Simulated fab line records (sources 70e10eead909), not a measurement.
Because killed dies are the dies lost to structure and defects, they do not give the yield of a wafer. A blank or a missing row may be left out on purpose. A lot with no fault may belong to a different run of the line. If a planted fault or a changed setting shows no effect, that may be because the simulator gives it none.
Chamber matching | flow nand_harc | NHARC_A_M0_DEP_32 on pecvd-02 has 3 sister chambers
The step deposits SiCN, target thk 30 nm. 20 wafers are shown with their chamber, then 10 later ones without.

WAFERS PAIRED WITH THEIR CHAMBERS
wafer  | chamber | heater_power_w (W)
L076.3 | 0       | 545
L076.4 | 1       | 599
L076.5 | 0       | 555
L078.1 | 2       | 575
L078.2 | 0       | 469
L078.5 | 1       | 565
L080.3 | 1       | 600
L080.5 | 0       | 494
L080.6 | 1       | 605
L084.2 | 1       | 514
L084.4 | 1       | 513
L084.6 | 2       | 536
L085.4 | 1       | 440
L085.5 | 0       | 520
L085.6 | 2       | 508
L086.3 | 2       | 460
L086.4 | 1       | 544
L086.6 | 0       | 466
L088.1 | 2       | 454
L088.4 | 0       | 527

SIGNATURES (averages over the wafers above)
reading        | chamber 0 | chamber 1 | chamber 2 | scatter within a chamber
heater_power_w | 510.86    | 547.50    | 506.60    | 49
Rule: a wafer lies at a distance from a chamber equal to the root of the sum of squares, over the readings, of (its reading less the chamber's mean, divided by the reading's scatter). The wafer belongs to the nearest chamber; if the next one is less than 2 further off, it can't be placed. The scatter: the root of (the sum of the squares of (reading less its chamber's mean) over the shown wafers, divided by (wafers less chambers)).

WAFERS WHOSE CHAMBER IS MISSING
wafer  | heater_power_w (W)
L088.5 | 455
L093.3 | 532
L093.4 | 510
L093.5 | 545
L095.2 | 533
L095.3 | 499
L095.5 | 537
L097.3 | 493
L097.4 | 466
L097.6 | 504

EACH ONE'S CHAMBER
wafer  | from the rows above          | in truth
L088.5 | can't be placed: 2 or 0 or 1 | 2
L093.3 | can't be placed: 1 or 0 or 2 | 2
L093.4 | can't be placed: 0 or 2 or 1 | 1
L093.5 | can't be placed: 1 or 0 or 2 | 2
L095.2 | can't be placed: 1 or 0 or 2 | 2
L095.3 | can't be placed: 2 or 0 or 1 | 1
L095.5 | can't be placed: 1 or 0 or 2 | 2
L097.3 | can't be placed: 2 or 0 or 1 | 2
L097.4 | can't be placed: 2 or 0 or 1 | 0
L097.6 | can't be placed: 2 or 0 or 1 | 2
Correct placement for 0 of the 10. Not placeable from these rows: 10 (in 10, the candidates include the true chamber). Placed wrongly: 0.
